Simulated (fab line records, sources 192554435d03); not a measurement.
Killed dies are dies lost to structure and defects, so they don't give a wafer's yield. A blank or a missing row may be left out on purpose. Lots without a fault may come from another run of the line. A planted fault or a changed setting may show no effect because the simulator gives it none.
Split-lot experiment | flow n5_finfet | 7 lots, 21 wafers read, on a route of 1938 steps

THE SPLIT
At N5_BEOL_M1_COAT_22 (resist thk 30 nm), the setting spin_rpm was moved away from the recipe's 1500 rpm on 8 of the 21 wafers read, by -10.9% to -3.7%. The other wafers ran this setting at the recipe's value.

The reading is taken at the split's own step.

THE READING
CAR-EUV_of_BEOL_M1_COAT_22.thk_nm (the simulator's own value, which no gauge read), in nm, at N5_BEOL_M1_COAT_22 (resist thk 30 nm). The file gives no usual value for it. The 13 wafers here that ran the recipe average 30.0 nm, standard deviation 0.11 nm.

wafer  | tool, chamber at the split | spin_rpm as run, rpm | against the recipe | CAR-EUV_of_BEOL_M1_COAT_22.thk_nm, nm | against lot-mates on the recipe
L079.1 | litho_track-02, 0          | 1352                 | -9.9%              | 31.6                                  | +1.7
L079.2 | litho_track-02, 0          | 1500                 | recipe             | 30                                    | -
L079.6 | litho_track-02, 0          | 1500                 | recipe             | 29.8                                  | -
L081.3 | litho_track-04, 0          | 1500                 | recipe             | 30.2                                  | -
L081.5 | litho_track-04, 0          | 1345                 | -10.3%             | 31.8                                  | +1.6
L081.6 | litho_track-04, 0          | 1345                 | -10.3%             | 31.8                                  | +1.6
L082.1 | litho_track-04, 0          | 1500                 | recipe             | 30                                    | -
L082.2 | litho_track-04, 0          | 1500                 | recipe             | 30                                    | -
L082.3 | litho_track-04, 0          | 1500                 | recipe             | 29.8                                  | -
L086.3 | litho_track-04, 0          | 1500                 | recipe             | 30                                    | -
L086.5 | litho_track-04, 0          | 1500                 | recipe             | 30                                    | -
L086.6 | litho_track-04, 0          | 1500                 | recipe             | 30                                    | -
L088.1 | litho_track-02, 0          | 1336                 | -10.9%             | 31.8                                  | +1.8
L088.4 | litho_track-02, 0          | 1336                 | -10.9%             | 31.8                                  | +1.8
L088.2 | litho_track-02, 0          | 1500                 | recipe             | 30                                    | -
L093.3 | litho_track-04, 0          | 1445                 | -3.7%              | 30.8                                  | +0.6
L093.4 | litho_track-04, 0          | 1445                 | -3.7%              | 30.6                                  | +0.4
L093.5 | litho_track-04, 0          | 1500                 | recipe             | 30.2                                  | -
L095.1 | litho_track-01, 0          | 1436                 | -4.3%              | 30.6                                  | +0.6
L095.2 | litho_track-01, 0          | 1500                 | recipe             | 30                                    | -
L095.4 | litho_track-01, 0          | 1500                 | recipe             | 30                                    | -

THE FIT
A straight line over all 21 wafers: CAR-EUV_of_BEOL_M1_COAT_22.thk_nm changes by -0.168 nm for each +1% of spin_rpm; r = -0.99; the points scatter about the line by 0.11 nm.
The same after taking each lot's own level away (the mean of its wafers on the recipe; 21 wafers): -0.162 nm for each +1%; r = -0.99; scatter 0.077 nm.
On that fit, the largest move of spin_rpm shifts the reading by 1.8 nm.
The lots' own levels span 29.90 to 30.20 nm, that is 2.7 times the standard deviation above.
So the lot-to-lot level changes the slope little: the two slopes agree.
Check: with one of the wafers moved furthest among these (-10.9%) left out of the fit, the line predicts +1.74 nm for it against its lot-mates. It came out at +1.8 nm against them.

OTHER SPLITS ON THESE WAFERS
These wafers also went through other splits before the reading. Each is held against what the fit with the lots' levels taken away leaves over:
other split on the same wafers              | wafers away from the commonest value | r with CAR-EUV_of_BEOL_M1_COAT_22.thk_nm (lot level and that fit taken away)
N5_BEOL_M0_SAQP_SPACER2_ALD_26 target_thk_a | 2                                    | +0.05
N5_BEOL_M0_SAQP_EXPOSE_37 dose_mj           | 11                                   | -0.13
N5_BEOL_M0_SAQP_ETCH_73 cf4_flow_sccm       | 5                                    | -0.32
N5_BEOL_M0_CUTY_EXPOSE_54 dose_mj           | 8                                    | -0.06

THE FILE'S OWN FIT
CAR-EUV_of_BEOL_M1_COAT_22.thk_nm changes by -0.161 nm for each +1% of spin_rpm, r = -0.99.
